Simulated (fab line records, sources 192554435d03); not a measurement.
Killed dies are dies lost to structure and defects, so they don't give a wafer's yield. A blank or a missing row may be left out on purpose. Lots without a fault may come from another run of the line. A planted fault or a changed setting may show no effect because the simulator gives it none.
Chamber matching | flow n5_finfet | N5_DUMMY_GATE_ETCH_31 on rie_diel-05: 4 sister chambers
The step etches SiO2 in C4F6/O2, target depth 82.5 nm, time 27.5 s. 14 wafers are shown with their chamber, then 7 later ones without.

WAFERS WITH THEIR CHAMBER
wafer  | chamber | drypump_motor_current_A (A) | showerhead_plenum_p_Torr (Torr) | rf_vpp_V (V)
L080.1 | 3       | 6.1                         | 2.86                            | 677
L080.3 | 2       | 4.9                         | 2.93                            | 658
L080.6 | 1       | 6.5                         | 2.81                            | 680
L083.1 | 0       | 5.6                         | 2.82                            | 651
L083.5 | 0       | 5.6                         | 2.82                            | 649
L083.6 | 1       | 6.5                         | 2.81                            | 681
L084.1 | 2       | 4.8                         | 2.93                            | 659
L084.3 | 3       | 6.1                         | 2.85                            | 677
L084.6 | 1       | 6.5                         | 2.81                            | 680
L085.1 | 0       | 5.6                         | 2.82                            | 650
L085.2 | 2       | 4.9                         | 2.93                            | 657
L085.6 | 2       | 4.9                         | 2.93                            | 658
L088.1 | 2       | 4.8                         | 2.93                            | 658
L088.2 | 0       | 5.6                         | 2.82                            | 651

SIGNATURES (means of the wafers above)
reading                  | chamber 0 | chamber 1 | chamber 2 | chamber 3 | scatter within a chamber
drypump_motor_current_A  | 5.600     | 6.500     | 4.860     | 6.100     | 0.0346
showerhead_plenum_p_Torr | 2.8200    | 2.8100    | 2.9300    | 2.8550    | 0.00224
rf_vpp_V                 | 650.25    | 680.33    | 658.00    | 677.00    | 0.736
Rule: a wafer's distance from a chamber is the root of the sum, over the readings, of the square of ((its reading less the chamber's mean) divided by the reading's scatter). The wafer belongs to the nearest chamber; if the next one is less than 2 further off, it can't be placed. The scatter: the root of (the sum of the squares of (reading less its chamber's mean) over the shown wafers, divided by (wafers less chambers)).

WAFERS WITHOUT THEIR CHAMBER
wafer  | drypump_motor_current_A (A) | showerhead_plenum_p_Torr (Torr) | rf_vpp_V (V)
L088.5 | 6.1                         | 2.85                            | 677
L093.1 | 6.1                         | 2.85                            | 676
L093.4 | 6.1                         | 2.85                            | 678
L093.5 | 4.8                         | 2.92                            | 659
L097.1 | 4.9                         | 2.92                            | 659
L097.2 | 5.6                         | 2.81                            | 650
L097.3 | 6.5                         | 2.80                            | 679

WHICH CHAMBER EACH WENT THROUGH
wafer  | from the rows above | in truth
L088.5 | 3                   | 3
L093.1 | 3                   | 3
L093.4 | 3                   | 3
L093.5 | 2                   | 2
L097.1 | 2                   | 2
L097.2 | 0                   | 0
L097.3 | 1                   | 1
Placed correctly: 7 of 7. Can't be placed from these rows: 0. Placed wrongly: 0.
